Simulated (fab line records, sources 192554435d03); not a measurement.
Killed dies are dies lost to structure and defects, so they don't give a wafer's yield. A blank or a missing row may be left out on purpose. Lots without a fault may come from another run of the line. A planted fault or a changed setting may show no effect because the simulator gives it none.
Chamber matching | flow n5_finfet | N5_BEOL_M8_STRIP_36 on rie_diel-06: 4 sister chambers
The step strips in N2/H2. 18 wafers are shown with their chamber, then 9 later ones without.

WAFERS WITH THEIR CHAMBER
wafer  | chamber | drypump_motor_current_A (A) | throttle_valve_pct (%) | showerhead_plenum_p_Torr (Torr)
L074.2 | 2       | 5.6                         | 23.60                  | 2.43
L074.3 | 1       | 6.5                         | 23.56                  | 2.68
L074.4 | 0       | 5.9                         | 23.40                  | 2.53
L075.1 | 3       | 6.6                         | 23.40                  | 2.40
L075.4 | 0       | 5.9                         | 23.40                  | 2.53
L075.5 | 0       | 5.9                         | 23.41                  | 2.53
L077.2 | 1       | 6.4                         | 23.59                  | 2.68
L077.3 | 2       | 5.6                         | 23.63                  | 2.43
L077.4 | 0       | 5.9                         | 23.40                  | 2.53
L078.1 | 3       | 6.6                         | 23.39                  | 2.40
L078.4 | 0       | 5.9                         | 23.40                  | 2.53
L078.5 | 0       | 5.9                         | 23.40                  | 2.53
L081.3 | 1       | 6.4                         | 23.61                  | 2.68
L081.5 | 2       | 5.6                         | 23.64                  | 2.43
L081.6 | 0       | 5.9                         | 23.37                  | 2.52
L086.1 | 1       | 6.4                         | 23.61                  | 2.67
L086.5 | 0       | 5.9                         | 23.41                  | 2.52
L086.6 | 3       | 6.6                         | 23.01                  | 2.71

SIGNATURES (means of the wafers above)
reading                  | chamber 0 | chamber 1 | chamber 2 | chamber 3 | scatter within a chamber
drypump_motor_current_A  | 5.900     | 6.425     | 5.600     | 6.600     | 0.0231
throttle_valve_pct       | 23.3987   | 23.5925   | 23.6233   | 23.2667   | 0.0856
showerhead_plenum_p_Torr | 2.5275    | 2.6775    | 2.4300    | 2.5033    | 0.0678
Rule: a wafer's distance from a chamber is the root of the sum, over the readings, of the square of ((its reading less the chamber's mean) divided by the reading's scatter). The wafer belongs to the nearest chamber; if the next one is less than 2 further off, it can't be placed. The scatter: the root of (the sum of the squares of (reading less its chamber's mean) over the shown wafers, divided by (wafers less chambers)).

WAFERS WITHOUT THEIR CHAMBER
wafer  | drypump_motor_current_A (A) | throttle_valve_pct (%) | showerhead_plenum_p_Torr (Torr)
L084.1 | 6.5                         | 23.59                  | 2.67
L084.2 | 5.9                         | 23.44                  | 2.52
L084.6 | 6.6                         | 23.03                  | 2.71
L087.1 | 6.6                         | 23.04                  | 2.71
L087.2 | 6.5                         | 23.61                  | 2.67
L087.3 | 5.9                         | 23.42                  | 2.52
L090.2 | 6.6                         | 23.01                  | 2.71
L090.3 | 6.4                         | 23.59                  | 2.67
L090.6 | 5.9                         | 23.41                  | 2.52

WHICH CHAMBER EACH WENT THROUGH
wafer  | from the rows above | in truth
L084.1 | 1                   | 1
L084.2 | 0                   | 0
L084.6 | 3                   | 3
L087.1 | 3                   | 3
L087.2 | 1                   | 1
L087.3 | 0                   | 0
L090.2 | 3                   | 3
L090.3 | 1                   | 1
L090.6 | 0                   | 0
Placed correctly: 9 of 9. Can't be placed from these rows: 0. Placed wrongly: 0.
